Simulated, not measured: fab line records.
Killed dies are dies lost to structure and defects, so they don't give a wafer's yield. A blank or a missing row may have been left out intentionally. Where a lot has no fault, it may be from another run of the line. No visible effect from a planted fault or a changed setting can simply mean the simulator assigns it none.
Chamber matching :: flow nand_harc :: NHARC_P_BONDPAD_ETCH_37 on rie_diel-05 has 4 sister chambers
The step etches the open film in N2/H2, target depth 60 nm, overetch 18 nm, time 65.91 s. 8 wafers are shown with their chamber, then 7 later ones without.

== WAFERS WITH THEIR CHAMBER ==
wafer: L396.5
chamber: 0
drypump_motor_current_A (A): 5.3
showerhead_plenum_p_Torr (Torr): 1.98

wafer: L397.2
chamber: 2
drypump_motor_current_A (A): 5.7
showerhead_plenum_p_Torr (Torr): 2.04

wafer: L397.3
chamber: 3
drypump_motor_current_A (A): 5.0
showerhead_plenum_p_Torr (Torr): 2.11

wafer: L399.2
chamber: 0
drypump_motor_current_A (A): 5.3
showerhead_plenum_p_Torr (Torr): 1.97

wafer: L399.4
chamber: 2
drypump_motor_current_A (A): 5.7
showerhead_plenum_p_Torr (Torr): 2.04

wafer: L399.5
chamber: 1
drypump_motor_current_A (A): 6.5
showerhead_plenum_p_Torr (Torr): 1.96

wafer: L403.1
chamber: 3
drypump_motor_current_A (A): 5.0
showerhead_plenum_p_Torr (Torr): 2.11

wafer: L403.4
chamber: 1
drypump_motor_current_A (A): 6.4
showerhead_plenum_p_Torr (Torr): 1.95

== WAFERS WHOSE CHAMBER IS MISSING ==
wafer: L403.6
drypump_motor_current_A (A): 6.4
showerhead_plenum_p_Torr (Torr): 1.95

wafer: L408.1
drypump_motor_current_A (A): 6.5
showerhead_plenum_p_Torr (Torr): 1.95

wafer: L408.2
drypump_motor_current_A (A): 5.6
showerhead_plenum_p_Torr (Torr): 2.04

wafer: L408.6
drypump_motor_current_A (A): 5.6
showerhead_plenum_p_Torr (Torr): 2.04

wafer: L409.1
drypump_motor_current_A (A): 5.3
showerhead_plenum_p_Torr (Torr): 1.97

wafer: L409.4
drypump_motor_current_A (A): 5.0
showerhead_plenum_p_Torr (Torr): 2.10

wafer: L409.5
drypump_motor_current_A (A): 5.3
showerhead_plenum_p_Torr (Torr): 1.97

== WHICH CHAMBER EACH ONE RAN IN ==
wafer: L403.6
from the rows above: 1
in truth: 1

wafer: L408.1
from the rows above: 1
in truth: 1

wafer: L408.2
from the rows above: 2
in truth: 2

wafer: L408.6
from the rows above: 2
in truth: 2

wafer: L409.1
from the rows above: 0
in truth: 0

wafer: L409.4
from the rows above: 3
in truth: 3

wafer: L409.5
from the rows above: 0
in truth: 0
Correctly placed: 7 of 7. Can't be placed from these rows: 0. 0 placed wrongly.
How it was worked out, from the rows above alone: a wafer's distance from a chamber is the root of the sum, over the readings, of the square of ((its reading less the chamber's mean) divided by the reading's scatter). If the next closest chamber is less than 2 further off than the closest, the wafer can't be placed; otherwise it belongs to the closest. A chamber's mean is the mean of its shown wafers. The scatter: take each reading less its chamber's mean, square it, sum over the shown wafers, divide by the number of wafers less the number of chambers, and take the root.
